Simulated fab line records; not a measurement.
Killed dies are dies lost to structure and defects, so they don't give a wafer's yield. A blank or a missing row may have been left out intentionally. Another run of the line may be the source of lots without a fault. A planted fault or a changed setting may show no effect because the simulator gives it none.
fab line records	flow n5Finfet
record: lots: 5	wafers: 15	lastDay: 16
route steps=1938 shown BEOL_M8@1379 BEOL_M9@1401 PASSIVATION@1936
lots with no fault: from the same line, run without faults
startH: the number of hours between the record's first day and the start of the first shown wafer of the lot	waitH: hours elapsed since this lot's preceding step	" as in the row above	L1.1+2: a single row standing in for several wafers	- no value, or no start given	* or withheld: withheld	< > ~ a bound
route shown NAME@n: a module of which the file shows steps, and the number in the route of the first	usual: average and standard deviation across the fault-free wafers	same: alike in all rows	chamber/n: place in a boat	sites: each site's reading	_std_site: the standard deviation of these	_edge_site: outer sites' mean less inner sites'	radiusMm: how far each site lies from the wafer's centre	mask NAME#n: copy n	behind: the tool/chamber that last shaped the wafer	hold: cause of the lot's hold/its duration in hours/its outcome	device: the n, p or np transistor that did not switch	end of line: tests run on the same wafers once the route is complete	a step without rows: its recipe alone	killed: not the wafer's yield, but the dies lost to structure and defects at the first sort	map: dies across one wafer; x = killed, . = not, _ = none there
set.NAME: setting as actually run; set.NAME@STEP: the setting as run at that earlier step	model.NAME: the simulator's own value behind a step, which no gauge read
a table for each step, a row for each wafer; lots at some steps of the route
services: the hour from which a tool's chamber was out of use, counted from the record's first day as startH (under 0 if before that day), plus the number of hours and why
== steps ==
step: N5_BEOL_M8_STRIP_80
recipe: chemistry: N2/H2	timeS: 10	powerW: 450	tempC: 40	pressureMtorr: 20	rfFrequencyHz: 6e+07	biasPowerW: 7	n2FlowSccm: 200	h2FlowSccm: 200
usual: biasPowerW: 7.003/0.021	drypumpMotorCurrentA: 5.59/0.28	oesProductAu: 0.80/0.081	rfVppV: 59.0/0.81	showerheadPlenumPTorr: 2.50/0.065	throttleValvePct: 23.7/0.47
lot.wafer	tool	chamber	startH	waitH	biasPowerW	drypumpMotorCurrentA	oesProductAu	rfHoursCounterH	rfVppV	showerheadPlenumPTorr	throttleValvePct
L254.1	rieDiel-02	2	-	-	6.998	5.68	0.69	227	58.6	2.50	24.2
L254.4	"	2	"	"	6.998	5.71	0.70	-	58.3	2.50	24.2
L254.5	"	0	"	"	6.998	5.70	0.69	-	60.2	2.44	24.4
L262.2	rieDiel-03	2	-	-	7.022	5.71	0.87	75	59.7	2.55	23.3
L262.4	"	3	"	"	7.048	5.94	0.73	197	58.9	2.51	23.6
L262.5	"	2	"	"	7.027	5.72	0.86	-	58.5	2.55	23.3
L261.2	rieDiel-06	0	-	-	7.036	6.07	0.84	64	58.4	2.46	23.2
L261.3	"	1	"	"	7.018	5.43	0.84	62	58.7	2.58	23.5
L261.6	"	3	"	"	7.009	5.92	0.67	-	58.6	2.39	23.6
L266.2	rieDiel-03	1	-	-	6.995	5.25	0.76	154	59.2	2.40	23.2
L266.3	"	2	"	"	6.990	5.71	0.86	82	58.4	2.55	23.3
L266.6	"	2	"	"	6.978	5.70	0.86	-	58.4	2.54	23.3
L273.3	rieDiel-03	2	-	-	6.999	5.73	0.83	95	61.0	2.54	23.3
L273.5	"	2	"	"	7.018	5.71	0.84	-	58.9	2.54	23.3
L273.6	"	3	"	"	7.000	5.95	0.70	-	59.6	2.50	23.6
step: N5_BEOL_M8_OCD_MEAS_38
usual: trenchDepthNm: 92.4/2.3
lot.wafer	tool	chamber	startH	waitH	trenchDepthNm
L254.1	ocd-02	-	211.31	-	92.6
L254.4	"	-	"	"	93.6
L254.5	"	-	"	"	88.6
L262.2	ocd-01	-	259.58	-	92.2
L262.4	"	-	"	"	91.8
L262.5	"	-	"	"	92.0
L261.2	ocd-01	-	264.39	-	90.5
L261.3	"	-	"	"	92.9
L261.6	"	-	"	"	91.6
L266.2	ocd-01	-	279.81	-	91.1
L266.3	"	-	"	"	93.2
L266.6	"	-	"	"	91.5
L273.3	ocd-01	-	324.95	-	92.7
L273.5	"	-	"	"	93.4
L273.6	"	-	"	"	91.3
step: N5_BEOL_M8_HM_STRIP_39
recipe: chemistry: peroxideTinStrip	material: TiN	targetDepthA: 250	tempC: 50	timeS: 158
step: N5_BEOL_M8_SRD_40
recipe: timeS: 30	tempC: 23	rinseLiquid: diw	dry: ipaMarangoni
step: N5_BEOL_M8_PRECLEAN_42
recipe: chemistry: residueRemover	timeS: 60	tempC: 40
step: N5_BEOL_M8_SRD_43
recipe: timeS: 30	tempC: 23	rinseLiquid: diw	dry: ipaMarangoni
step: N5_BEOL_M8_CD_MEAS_35
recipe: targetCdNm: 40	polarity: opening
usual: cdNm: 40.1/0.68
lot.wafer	tool	chamber	startH	waitH	cdNm
L254.1	cdSem-01	-	211.46	0.0	40.2
L254.4	"	-	"	"	40.2
L254.5	"	-	"	"	40.6
L262.2	cdSem-03	-	259.73	0.0	39.7
L262.4	"	-	"	"	40.6
L262.5	"	-	"	"	39.7
L261.2	cdSem-01	-	264.55	0.0	39.8
L261.3	"	-	"	"	41.1
L261.6	"	-	"	"	40.9
L266.2	cdSem-01	-	279.96	0.0	41.1
L266.3	"	-	"	"	40.1
L266.6	"	-	"	"	40.4
L273.3	cdSem-01	-	325.11	0.0	40.3
L273.5	"	-	"	"	40.2
L273.6	"	-	"	"	40.0
step: N5_BEOL_M8_CURE_75
recipe: tempC: 370	timeS: 120	ambient: DMADMS/He	material: SiCOH_lowk
step: N5_BEOL_M8_DEGAS_44
recipe: ambient: vacuum	tempC: 250	timeS: 60
step: N5_BEOL_M8_PRE_CLEAN_45
recipe: gas: H2/He	timeS: 30	tempC: 250
usual: heaterPowerW: 332/16
lot.wafer	tool	chamber	startH	waitH	heaterPowerW
L254.1	pvdSputter-02	-	212.64	0.0	320
L254.4	"	-	"	"	354
L254.5	"	-	"	"	299
L262.2	pvdSputter-03	-	261.87	0.0	341
L262.4	"	-	"	"	366
L262.5	"	-	"	"	356
L261.2	pvdSputter-02	-	265.34	0.0	331
L261.3	"	-	"	"	353
L261.6	"	-	"	"	338
L266.2	pvdSputter-02	-	282.60	0.0	362
L266.3	"	-	"	"	322
L266.6	"	-	"	"	338
L273.3	pvdSputter-03	-	326.41	0.0	311
L273.5	"	-	"	"	340
L273.6	"	-	"	"	356
step: N5_BEOL_M8_ALD_77
recipe: material: TaN	targetThkA: 20	tempC: 275	aldPrecursorFamily: PDMAT	aldCoReactant: NH3	pressureTorr: 3	carrierFlowSccm: 1500	pulseTimeS: 2	purgeTimeS: 3	coReactantPurgeTimeS: 2	coReactantPulseTimeS: 3	aldCycles: 40	precursorVesselTempC: 75	precursorVesselPressureTorr: 26.25	precursorVesselCarrierSccm: 1000
step: N5_BEOL_M8_SURFACE_TREAT_79
recipe: gas: Ar	timeS: *	ionEnergyEv: *	ionCurrentMaCm2: 0.5	pressureMtorr: *	arFlowSccm: 30
usual: arFlowSccm: 29.98/0.091	throttleValvePct: *
lot.wafer	tool	chamber	startH	waitH	arFlowSccm	throttleValvePct
L254.1	pvdSputter-02	-	213.12	0.2	30.11	*
L254.4	"	-	"	"	30.06	*
L254.5	"	-	"	"	29.90	*
L262.2	pvdSputter-03	-	262.33	0.2	29.98	*
L262.4	"	-	"	"	30.28	*
L262.5	"	-	"	"	29.98	*
L261.2	pvdSputter-03	-	265.75	0.2	29.97	*
L261.3	"	-	"	"	30.02	*
L261.6	"	-	"	"	30.00	*
L266.2	pvdSputter-03	-	283.26	0.2	30.05	*
L266.3	"	-	"	"	29.92	*
L266.6	"	-	"	"	30.03	*
L273.3	pvdSputter-03	-	326.84	0.2	30.14	*
L273.5	"	-	"	"	29.86	*
L273.6	"	-	"	"	30.13	*
step: N5_BEOL_M8_CVD_78
recipe: material: Co	targetThkA: 20	tempC: withheld	precursor: CCTBA/H2	pressureTorr: 30	timeS: 142.3
lot.wafer	tool	chamber	startH	waitH
L254.1+4+5	cvdCo-01	1,2,0	213.21	0.1
L262.2+4+5	cvdCo-01	1,1,0	262.40	0.0
L261.2+3+6	cvdCo-02	1,2,2	265.82	0.1
L266.2+3+6	cvdCo-02	2,1,2	283.35	0.1
L273.3+5+6	cvdCo-02	2,1,0	326.90	0.0
step: N5_BEOL_M8_SPUTTER_48
recipe: material: Cu	targetThkA: 100	tempC: -20	biasV: 60	powerW: 26000	chamberPressurePa: 0.13	timeS: 1.667
step: N5_BEOL_M8_ECD_50
recipe: material: Cu	targetThkA: 3000
step: N5_BEOL_M8_ANNEAL_51
recipe: tempC: 225	timeS: 90	ambient: N2
step: N5_BEOL_M8_CMP_52
recipe: stopOn: SiCOH_lowk	tOverpolishS: 6.9	downForcePsi: 1	platenRpm: 50	clearingPlatenDownForcePsi: 1.5	clearingPlatenRpm: 50	postCmpClean: cuAlkaline	targetThkNm: 80	clearingPlatenPadVelocityMS: 0.99484	padVelocityMS: 0.99484
step: N5_BEOL_M8_THK_MEAS_53
recipe: thkMeasGauge: xrf	reads: Cu_of_BEOL_M8_ECD_50
usual: M8_THK: 80.0/2.9
lot.wafer	tool	chamber	startH	waitH	M8_THK[nm]
L254.1	filmMetro-02	-	214.16	-	79.2
L254.4	"	-	"	"	82.9
L254.5	"	-	"	"	78.0
L262.2	filmMetro-02	-	263.38	-	76.7
L262.4	"	-	"	"	78.4
L262.5	"	-	"	"	79.7
L261.2	filmMetro-02	-	266.78	-	79.0
L261.3	"	-	"	"	79.9
L261.6	"	-	"	"	82.3
L266.2	filmMetro-02	-	284.85	-	77.1
L266.3	"	-	"	"	80.4
L266.6	"	-	"	"	78.4
L273.3	filmMetro-01	-	327.82	-	79.4
L273.5	"	-	"	"	84.0
L273.6	"	-	"	"	79.1
step: N5_BEOL_M8_PRE_CLEAN_55
recipe: gas: NH3	timeS: 15	tempC: withheld	rfPowerW: 300
step: N5_BEOL_M8_DEP_56
recipe: material: SiCN	targetThkA: 100	tempC: withheld	precursor: 3MS/NH3	pressureTorr: 3	rfW: 202	timeS: 17.5
usual: showerheadPlenumPTorr: 3.663/0.012	throttleValvePct: 9.1/0.49
lot.wafer	tool	chamber	startH	waitH	showerheadPlenumPTorr	throttleValvePct
L254.1	pecvd-02	0	214.23	0.0	3.653	9.1
L254.4	"	0	"	"	3.653	9.2
L254.5	"	2	"	"	3.653	8.4
L262.2	pecvd-02	2	263.45	0.0	3.647	8.3
L262.4	"	0	"	"	3.661	9.3
L262.5	"	2	"	"	3.647	8.5
L261.2	pecvd-02	2	266.85	0.0	3.659	8.5
L261.3	"	2	"	"	3.644	8.5
L261.6	"	0	"	"	3.659	9.0
L266.2	pecvd-03	2	284.98	0.1	3.663	8.6
L266.3	"	2	"	"	3.663	8.4
L266.6	"	2	"	"	3.665	8.7
L273.3	pecvd-03	0	327.89	0.0	3.659	9.3
L273.5	"	2	"	"	3.657	8.5
L273.6	"	1	"	"	3.674	9.7
step: N5_BEOL_M8_RS_MEAS_57
recipe: thkMeasGauge: four-point-probe	reads: Cu_of_BEOL_M8_ECD_50+Co_of_BEOL_M8_CVD_78+TaN_of_BEOL_M8_ALD_77
usual: M8_RS: 0.291/0.012
lot.wafer	tool	chamber	startH	waitH	M8_RS[ohm/sq]
L254.1	filmMetro-01	-	214.29	0.1	0.295
L254.4	"	-	"	"	0.279
L254.5	"	-	"	"	0.301
L262.2	filmMetro-02	-	263.54	0.1	0.305
L262.4	"	-	"	"	0.298
L262.5	"	-	"	"	0.293
L261.2	filmMetro-01	-	266.94	0.1	0.295
L261.3	"	-	"	"	0.290
L261.6	"	-	"	"	0.281
L266.2	filmMetro-02	-	285.10	0.1	0.303
L266.3	"	-	"	"	0.287
L266.6	"	-	"	"	0.295
L273.3	filmMetro-02	-	327.96	0.1	0.294
L273.5	"	-	"	"	0.275
L273.6	"	-	"	"	0.293
step: N5_BEOL_M9_ILD_DEP_00
recipe: material: SiCOH_lowk	targetThkA: 3085.1	tempC: 300	precursor: DEMS/porogen	pressureTorr: 5	rfW: 500	timeS: 58
step: N5_BEOL_M9_CURE_71
recipe: tempC: 385	timeS: 240	ambient: He/Ar	material: SiCOH_lowk
step: N5_BEOL_M9_THK_MEAS_01
recipe: reads: SiCOH_lowk_of_BEOL_M9_ILD_DEP_00
usual: M9_ILD_THK: 269/4.2
lot.wafer	tool	chamber	startH	waitH	M9_ILD_THK[nm]
L254.1	filmMetro-01	-	214.95	0.4	265
L254.4	"	-	"	"	266
L254.5	"	-	"	"	271
L262.2	filmMetro-01	-	264.19	0.4	264
L262.4	"	-	"	"	270
L262.5	"	-	"	"	271
L261.2	filmMetro-01	-	267.62	0.4	271
L261.3	"	-	"	"	275
L261.6	"	-	"	"	272
L266.2	filmMetro-01	-	285.78	0.4	268
L266.3	"	-	"	"	274
L266.6	"	-	"	"	271
L273.3	filmMetro-02	-	328.61	0.3	272
L273.5	"	-	"	"	272
L273.6	"	-	"	"	276
step: N5_BEOL_M9_PECVD_70
recipe: material: SiO2	targetThkA: 200	tempC: 400	precursor: TEOS/O2	pressureTorr: 5.5	rfW: 450	teosFlowSccm: 53.8	gas: O2	flowSccm: 3000	timeS: 22.7
usual: heaterPowerOuterW: 435/65	heaterPowerW: 728/98	showerheadPlenumPTorr: 8.81/0.067	throttleValvePct: 22.8/1.1
lot.wafer	tool	chamber	startH	waitH	heaterPowerOuterW	heaterPowerW	showerheadPlenumPTorr	throttleValvePct
L254.1	pecvd-01	2	214.99	0.0	462	703	8.84	23.6
L254.4	"	0	"	"	401	748	8.93	24.4
L254.5	"	1	"	"	421	680	8.86	22.7
L262.2	pecvd-04	0	264.23	0.0	502	806	8.82	22.3
L262.4	"	0	"	"	510	814	8.83	22.4
L262.5	"	1	"	"	363	658	8.84	23.4
L261.2	pecvd-01	2	267.66	0.0	429	664	8.86	23.8
L261.3	"	1	"	"	474	751	8.85	22.6
L261.6	"	0	"	"	461	799	8.93	24.4
L266.2	pecvd-01	0	285.82	0.0	422	763	8.91	24.3
L266.3	"	1	"	"	440	699	8.84	22.4
L266.6	"	0	"	"	418	765	8.92	24.6
L273.3	pecvd-01	1	328.65	0.0	449	708	8.84	22.5
L273.5	"	2	"	"	463	697	8.85	23.7
L273.6	"	0	"	"	451	816	8.92	24.4
step: N5_BEOL_M9_HM_DEP_02
recipe: material: TiN	targetThkA: 200	tempC: 25	chamberPressurePa: 0.49996
step: N5_BEOL_M9_COAT_59
recipe: resist: SOC	tempC: 250	timeS: 60	spinRpm: 1500	resistThkNm: 100
step: N5_BEOL_M9_COAT_60
recipe: resist: SiARC	tempC: 220	timeS: 60	spinRpm: 1500	resistThkNm: 30
step: N5_BEOL_M9_COAT_05
recipe: resist: CAR-ArF	spinRpm: 1500	resistThkNm: 90
step: N5_BEOL_M9_EBR_07
recipe: solvent: PGMEA	ebrWidthMm: 1.5
step: N5_BEOL_M9_SOFTBAKE_06
recipe: tempC: 110	timeS: 60	resist: CAR-ArF
step: N5_BEOL_M9_EXPOSE_08
recipe: maskId: M9	na: 1.35	sourceShape: dipole	sigmaInner: 0.411	sigmaOuter: 0.611	polarization: te	doseMj: 53.75
step: N5_BEOL_M9_PEB_09
recipe: pebTempC: withheld	pebTimeS: 60	resist: CAR-ArF
step: N5_BEOL_M9_DEVELOP_10
recipe: developTimeS: 30	developer: TMAH	resist: CAR-ArF	rinseLiquid: diw	dry: airSpin	devTempC: 23
step: N5_BEOL_M9_CD_MEAS_11
recipe: targetCdNm: 64.1	landingEnergyEv: 500	detector: seInlens	polarity: opening
usual: cdNm: 64.3/0.69
lot.wafer	tool	chamber	startH	waitH	cdNm
L254.1	cdSem-02	0	216.49	-	64.4
L254.4	"	0	"	"	64.7
L254.5	"	0	"	"	63.8
L262.2	cdSem-02	0	265.29	-	65.3
L262.4	"	0	"	"	64.1
L262.5	"	0	"	"	64.6
L261.2	cdSem-03	0	269.34	-	64.0
L261.3	"	0	"	"	64.2
L261.6	"	0	"	"	64.8
L266.2	cdSem-01	0	287.36	-	65.0
L266.3	"	0	"	"	64.4
L266.6	"	0	"	"	64.9
L273.3	cdSem-03	0	330.28	-	65.0
L273.5	"	0	"	"	63.8
L273.6	"	0	"	"	64.9
step: N5_BEOL_M9_OVL_MEAS_12
recipe: pointsPerWafer: 44
usual: M9_OVL: 0.1/0.62
lot.wafer	tool	chamber	startH	waitH	M9_OVL[nm]
L254.1	overlay-02	0	216.52	0.0	-0.9
L254.4	"	0	"	"	-0.4
L254.5	"	0	"	"	-1.1
L262.2	overlay-01	0	265.32	0.0	0.5
L262.4	"	0	"	"	0.9
L262.5	"	0	"	"	1.2
L261.2	overlay-02	0	269.37	0.0	0.4
L261.3	"	0	"	"	-0.2
L261.6	"	0	"	"	0.7
L266.2	overlay-01	0	287.39	0.0	0.2
L266.3	"	0	"	"	0.6
L266.6	"	0	"	"	0.0
L273.3	overlay-01	0	330.31	0.0	-0.4
L273.5	"	0	"	"	0.6
L273.6	"	0	"	"	0.2
step: N5_BEOL_M9_DESCUM_16
recipe: chemistry: O2	timeS: 7.9	sourcePowerW: 50	biasPowerW: 20	pressureMtorr: 20	rfFrequencyHz: 2.712e+07	tempC: 40	resist: CAR-ArF	o2FlowSccm: 225
step: N5_BEOL_M9_ETCH_61
recipe: chemistry: CF4	target: SiARC	targetDepthA: 390	maskMaterial: CAR-ArF	timeS: 65	ionEnergyEv: 80	pressureMtorr: 40	sourceW: 545	biasW: 36	Ar_flow_sccm: 100	cf4FlowSccm: 100	ends: cleared
step: N5_BEOL_M9_ETCH_62
recipe: chemistry: N2/H2	target: SOC	targetDepthA: 1100	overetchA: 220	maskMaterial: SiARC	tempC: 40	timeS: 165	ionEnergyEv: 200	pressureMtorr: 30	sourceW: 840	biasW: 150	n2FlowSccm: 200	h2FlowSccm: 200
step: N5_BEOL_M9_STRIP_68
recipe: chemistry: N2/H2	tempC: 40	n2FlowSccm: 200	h2FlowSccm: 200	rfFrequencyHz: 6e+07
step: N5_PASSIVATION_PROBE_49
usual: defectLimitedYield: 91.4/1.4	killed_at_M0_to_M3: 34/8.9	killed_at_M4_up: 13/4.6	killedAtContacts: 12/5.5	killedAtFrontEnd: 41/11	killedAtOther: 3.1/2.9	killedDies: 102/16	killedOnRim: 13/4.2	killedOpen: 66/11	killedShort: 34/7.6	sort_bin_4_leakage: 0.01/0.14	sort_bin_5_function: 5.1/0.89	sort_bin_6_memory: 3.2/0.61	sort_bin_8_speed: 0.02/0.12	sortNPass: 1078/16	sortYieldPct: 91.3/1.4
same: grossDies: 1180	killedAtBackSide: 0
lot.wafer	tool	chamber	startH	waitH	defectLimitedYield[%]	killed_at_M0_to_M3	killed_at_M4_up	killedAtContacts	killedAtFrontEnd	killedAtOther	killedDies	killedOnRim	killedOpen	killedShort	sort_bin_4_leakage[%]	sort_bin_5_function[%]	sort_bin_6_memory[%]	sort_bin_8_speed[%]	sortNPass	sortYieldPct[%]
L254.1	prober-01	-	277.52	0.0	89.6	52	19	9	43	0	123	12	72	49	0.25	6.1	4.2	0	1054	89.3
L254.4	prober-01	-	277.67	0.2	92.5	33	19	5	26	6	89	12	58	30	0	5.0	2.4	0	1091	92.5
L254.5	prober-01	-	277.72	0.2	93.0	38	8	10	26	1	83	7	61	21	0	3.7	2.9	0	1097	93.0
L262.2	prober-02	-	330.00	0.1	86.7	24	80	10	33	10	157	32	54	33	0	7.9	3.1	0.17	1021	86.5
L262.4	prober-02	-	330.10	0.2	87.5	31	73	8	27	8	147	30	57	28	0	6.5	3.0	0	1033	87.5
L262.5	prober-02	-	330.15	0.2	93.4	35	5	8	26	4	78	12	60	18	0	3.4	3.2	0	1102	93.4
L261.2	prober-02	-	332.74	0.1	90.7	44	14	5	39	8	110	16	79	30	0.25	5.8	3.4	0	1067	90.4
L261.3	prober-02	-	332.79	0.1	90.7	34	10	14	49	3	110	12	72	37	0	5.8	3.4	0	1070	90.7
L261.6	prober-02	-	332.94	0.3	91.0	41	10	6	41	8	106	12	69	37	0	6.3	2.5	0	1074	91.0
L266.2	prober-01	-	354.34	0.1	91.4	29	9	17	45	2	102	14	62	34	0	4.8	3.0	0	1078	91.4
L266.3	prober-01	-	354.39	0.1	92.8	15	6	12	45	7	85	10	55	29	0	4.7	2.1	0	1095	92.8
L266.6	prober-01	-	354.54	0.3	92.6	31	1	14	39	2	87	18	64	23	0	4.4	2.9	0	1093	92.6
L273.3	prober-02	-	392.02	0.1	92.2	42	9	7	32	2	92	10	50	42	0	4.2	3.2	0	1088	92.2
L273.5	prober-02	-	392.12	0.2	93.9	25	6	10	27	4	72	10	45	27	0	3.5	2.3	0	1108	93.9
L273.6	prober-02	-	392.17	0.3	93.1	36	14	15	17	0	82	5	56	25	0	3.9	2.5	0	1098	93.1
killed by level:class
L254.1 BEOL_M0_SAQP:geometricParticle:open=12 BEOL_M3:geometricParticle:open=12 FIN_SAQP:geometricParticle:short=10 MOL_CONTACT_COAG:geometricParticle:open=9 BEOL_M0_SAQP:geometricParticle:short=9 FIN_SAQP:geometricParticle:open=7 GATE_CUT:geometricParticle:short=7 BEOL_M4:geometricParticle:open=6
L254.4 BEOL_M2:geometricParticle:open=11 BEOL_M4:geometricParticle:open=8 BEOL_M3:geometricParticle:open=6 GATE_CUT:geometricParticle:open=5 GATE_CUT:geometricParticle:short=5 BEOL_M0_SAQP:geometricParticle:short=5 FIN_SAQP:geometricParticle:open=4 FIN_SAQP:geometricParticle:short=4
L254.5 BEOL_M3:geometricParticle:open=19 FIN_SAQP:geometricParticle:open=10 MOL_CONTACT_COAG:geometricParticle:open=9 FIN_SAQP:geometricParticle:short=6 BEOL_M1:geometricParticle:open=5 BEOL_M0_SAQP:geometricParticle:open=3 BEOL_M2:geometricParticle:open=3 BEOL_M5:geometricParticle:open=3
L262.2 BEOL_M8:unspecified=69 MOL_CONTACT_COAG:geometricParticle:open=8 GATE_CUT:geometricParticle:open=7 BEOL_M0_SAQP:geometricParticle:short=7 FIN_SAQP:geometricParticle:open=5 BEOL_M0_SAQP:geometricParticle:open=5 FIN_SAQP:geometricParticle:short=4 BEOL_M1:geometricParticle:open=4
L262.4 BEOL_M8:unspecified=62 BEOL_M3:geometricParticle:open=10 MOL_CONTACT_COAG:geometricParticle:open=7 BEOL_M0_SAQP:geometricParticle:open=7 BEOL_M0_SAQP:geometricParticle:short=5 MIM_TOP:geometricParticle:short=5 FIN_SAQP:geometricParticle:open=4 GATE_CUT:geometricParticle:open=4
L262.5 BEOL_M0_SAQP:geometricParticle:open=11 BEOL_M1:geometricParticle:open=10 FIN_SAQP:geometricParticle:open=8 MOL_CONTACT_COAG:geometricParticle:open=6 BEOL_M2:geometricParticle:open=5 BEOL_M0_SAQP:geometricParticle:short=4 STARTING-WAFER:geometricParticle:open=4 GATE_CUT:geometricParticle:open=3
L261.2 BEOL_M3:geometricParticle:open=15 FIN_SAQP:geometricParticle:open=13 STI_FIN_REVEAL:geometricParticle:open=9 BEOL_M3:geometricParticle:short=8 BEOL_M1:geometricParticle:open=6 BEOL_M4:geometricParticle:open=6 BEOL_M0_SAQP:geometricParticle:short=5 BEOL_M2:geometricParticle:open=5
L261.3 FIN_SAQP:geometricParticle:open=17 MOL_CONTACT_COAG:geometricParticle:open=10 FIN_SAQP:geometricParticle:short=9 STI_FIN_REVEAL:geometricParticle:open=9 BEOL_M1:geometricParticle:open=9 BEOL_M3:geometricParticle:open=8 BEOL_M0_SAQP:geometricParticle:open=6 BEOL_M4:geometricParticle:open=5
L261.6 STI_FIN_REVEAL:geometricParticle:open=13 BEOL_M3:geometricParticle:open=10 BEOL_M0_SAQP:geometricParticle:short=8 BEOL_M1:geometricParticle:open=7 BEOL_M4:geometricParticle:open=6 FIN_SAQP:geometricParticle:open=5 MOL_CONTACT_COAG:geometricParticle:open=5 BEOL_M0_SAQP:geometricParticle:open=5
L266.2 MOL_CONTACT_COAG:geometricParticle:open=13 FIN_SAQP:geometricParticle:short=12 BEOL_M2:geometricParticle:open=7 STI_FIN_REVEAL:geometricParticle:open=6 BEOL_M0:geometricParticle:open=6 BEOL_M3:geometricParticle:open=6 HKMG_FIN:areaEtch=6 FIN_SAQP:geometricParticle:open=5
L266.3 FIN_SAQP:geometricParticle:open=17 STI_FIN_REVEAL:geometricParticle:open=9 MOL_CONTACT_COAG:geometricParticle:open=9 FIN_SAQP:geometricParticle:short=7 BEOL_M0_SAQP:geometricParticle:short=4 BEOL_M3:geometricParticle:open=4 MOL_CONTACT_COAG:geometricParticle:short=3 BEOL_M2:geometricParticle:open=3
L266.6 STI_FIN_REVEAL:geometricParticle:open=13 BEOL_M3:geometricParticle:open=13 MOL_CONTACT_COAG:geometricParticle:open=12 FIN_SAQP:geometricParticle:open=7 FIN_SAQP:geometricParticle:short=6 BEOL_M0_SAQP:geometricParticle:short=4 BEOL_M0_SAQP:geometricParticle:open=4 BEOL_M1:geometricParticle:open=3
L273.3 BEOL_M0_SAQP:geometricParticle:open=15 BEOL_M0_SAQP:geometricParticle:short=11 FIN_SAQP:geometricParticle:open=5 GATE_CUT:geometricParticle:short=5 MOL_CONTACT_COAG:geometricParticle:open=5 BEOL_M1:geometricParticle:open=5 FIN_SAQP:geometricParticle:short=4 FIN_CUT:geometricParticle:short=4
L273.5 STI_FIN_REVEAL:geometricParticle:open=6 MOL_CONTACT_COAG:geometricParticle:open=6 BEOL_M0_SAQP:geometricParticle:short=6 BEOL_M0_SAQP:geometricParticle:open=5 BEOL_M3:geometricParticle:open=5 MOL_CONTACT_COAG:geometricParticle:short=4 STI_FIN_REVEAL:geometricParticle:short=3 GATE_CUT:geometricParticle:open=3
L273.6 MOL_CONTACT_COAG:geometricParticle:open=11 BEOL_M0_SAQP:geometricParticle:open=10 BEOL_M0_SAQP:geometricParticle:short=9 BEOL_M2:geometricParticle:open=7 BEOL_M1:geometricParticle:open=5 FIN_SAQP:geometricParticle:short=4 MOL_CONTACT_COAG:geometricParticle:short=4 BEOL_M4:geometricParticle:open=4
map L262.2 (x killed, . not)
_________________x...x.......________________
______________xx.x...x.........._____________
___________xxxxxx...........x.....x__________
__________xxxxxxx................x.._________
________xxxxxxxxxx.....x.......x......_______
_______xxxxxxxxx.......................______
______xxxxxxxxxxx....x........x........._____
_____xxxxxxxxxx.x.............x..........____
____xxxxxx...xx...x................x......___
___...xxx...xxx...............x....x.......__
___.......x...............x.........x......__
__................................x..x......_
__...x.....................x................_
_........x....x......................x.......
_.......x..x...x.....x.x.....................
_................x.x.......x...............x.
_........x.............x.............x.......
_.....................x................x.....
_....x..x..........x.......x.x.x...x.x.......
_....................x.......................
_......x.............................x.x...xx
__..............x......................x.x.._
__..............x.........x.....xx.........._
___.................x......................__
___............x......x..........x.........__
____...................x.x................___
_____....................................____
______..x..x.x...x.........x..........x._____
_______...x..................x..x......______
________......x...x...x......x........_______
__________xx..x....................._________
___________........................__________
______________.................._____________
_________________.xxx.......x________________
map L254.1 (x killed, . not)
_________________.......x...x________________
______________.................._____________
___________.........x.x....x.x.....__________
__________......x..................._________
________......x..........x..x.x..x...x_______
_______............x.....xx............______
______..x.x.................x...x......._____
_____....x....x......x.......x...........____
____.....x.......x............x...........___
___...............x...............x........__
___..............x....................x....__
__.....x.x.....xx.......x................xx._
__..........xx............x................._
_...................x...x...x........x.......
_......................................x.....
_.........x................x...........x....x
_..x.........x..................x............
_..x.x...x..........x......x..............x..
_.....x....x......x...............x...x......
_.xx.....x.................x..x........x..x..
_........x...........x...x.x.x...........x...
__x.....................x..x...........x...._
__....x.........x...............x..xx......._
___....................xx...xx..x..........__
___.............x.........x..x....x....x.xx__
____...x.......x......x....xxx........x.x.___
_____.........x....x..x................x.____
______.x............x...............x.x._____
_______.......x.................x......______
________......x.........x..x......x..._______
__________....x...............x....._________
___________............x...........__________
______________.................._____________
_________________............________________
== services ==
tool	chamber	startH	hours	kind
rieDiel-02	-	198.01	0.6	repair
pecvd-01	0	199.65	2.1	scheduledDown
rieDiel-02	1	204.08	6.8	repair
rieDiel-03	0	211.06	-	clean
rieDiel-03	0	211.06	-	consumableReplace:focusRing
rieDiel-03	0	211.06	26.7	scheduledDown
rieDiel-03	0	211.06	26.7	ventCycle
rieDiel-02	-	223.96	2.3	repair
pecvd-01	0	225.32	5.5	scheduledDown
rieDiel-03	2	228.06	8.4	repair
rieDiel-06	2	235.93	8.0	repair
cvdCo-01	-	237.63	2.8	pm
rieDiel-02	0	246.25	4.4	repair
rieDiel-06	3	253.06	2.6	repair
pecvd-02	1	261.67	13.0	repair
pecvd-03	-	262.39	14.6	pm
pecvd-01	-	271.15	6.0	pm
cvdCo-02	-	273.87	6.9	pm
pecvd-02	0	281.59	5.5	scheduledDown
pecvd-03	0	282.40	9.6	repair
pecvd-04	-	307.90	2.5	repair
rieDiel-03	-	308.90	0.2	repair
pecvd-03	2	311.14	10.7	repair
rieDiel-06	3	322.17	1.7	repair
== key ==
firstSign: step: N5_PASSIVATION_PROBE_49	reading: killed_at_M4_up	direction: up	sigmas: 14	usual: 13	struck: 76
effect: step: N5_PASSIVATION_PROBE_49	reading: killedDies	direction: up	sigmas: 3.1	usual: 102	struck: 152
moreKillsBornAt: N5_BEOL_M8_CVD_78@cvdCo-01: 131
metAt N5_BEOL_M8_CVD_78
struckWafers L262.2,L262.4
onsetBetween 213.21 262.40
fault: kind: chamberParticleSource	tool: cvdCo-01	chamber: 1	onsetH: 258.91	steps: N5_BEOL_M8_CVD_78	ratePerVisitCm2: 1.6557	endH: 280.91
